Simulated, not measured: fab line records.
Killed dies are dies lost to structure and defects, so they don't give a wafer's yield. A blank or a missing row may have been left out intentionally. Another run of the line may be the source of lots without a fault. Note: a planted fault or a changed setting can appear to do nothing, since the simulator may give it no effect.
Matching of chambers -- flow n5 finfet -- N5_SDB_ETCH_25 on rie diel-02: 4 sister chambers
The step etches SiO2 in C4F6/O2, target depth 10 nm, time 3.3 s. 16 wafers are shown with their chamber, then 8 later ones without.

WAFERS, EACH WITH ITS CHAMBER
wafer,chamber,rf vpp V (V),drypump motor current A (A),showerhead plenum p Torr (Torr)
L074.3,0,631,6.1,2.75
L074.5,2,633,5.6,2.82
L074.6,3,646,6.6,2.86
L077.2,0,632,6.1,2.75
L077.3,1,685,5.9,2.90
L077.4,2,632,5.6,2.81
L082.2,0,631,6.1,2.74
L082.3,3,645,6.5,2.86
L082.6,1,683,5.9,2.90
L084.1,2,634,5.6,2.81
L084.2,0,631,6.1,2.74
L084.5,2,634,5.6,2.81
L086.2,0,632,6.1,2.74
L086.4,3,645,6.5,2.85
L086.6,0,630,6.1,2.74
L090.2,3,645,6.6,2.85

SIGNATURES, as means of the wafers listed above
reading,chamber 0,chamber 1,chamber 2,chamber 3,scatter within a chamber
rf vpp V,631.17,684.00,633.25,645.25,0.833
drypump motor current A,6.100,5.900,5.600,6.550,0.0289
showerhead plenum p Torr,2.7433,2.9000,2.8125,2.8550,0.00507
Rule: a wafer's distance from a chamber is the root of the sum, over the readings, of the square of ((its reading less the chamber's mean) divided by the reading's scatter). The wafer belongs to the nearest chamber; if the next one is less than 2 further off, it can't be placed. The scatter: take each reading less its chamber's mean, square it, sum over the shown wafers, divide by the number of wafers less the number of chambers, and take the root.

WAFERS WITH NO CHAMBER GIVEN
wafer,rf vpp V (V),drypump motor current A (A),showerhead plenum p Torr (Torr)
L090.3,632,6.1,2.73
L090.5,632,5.6,2.80
L092.2,632,5.6,2.80
L092.4,684,5.9,2.89
L092.6,683,5.9,2.89
L097.2,647,6.5,2.84
L097.4,645,6.5,2.84
L097.5,682,5.9,2.89

CHAMBER TAKEN BY EACH
wafer,from the rows above,in truth
L090.3,0,0
L090.5,2,2
L092.2,2,2
L092.4,1,1
L092.6,1,1
L097.2,3,3
L097.4,3,3
L097.5,1,1
Placed correctly: 8 of 8. Number that these rows cannot place: 0. Placed wrongly: 0.
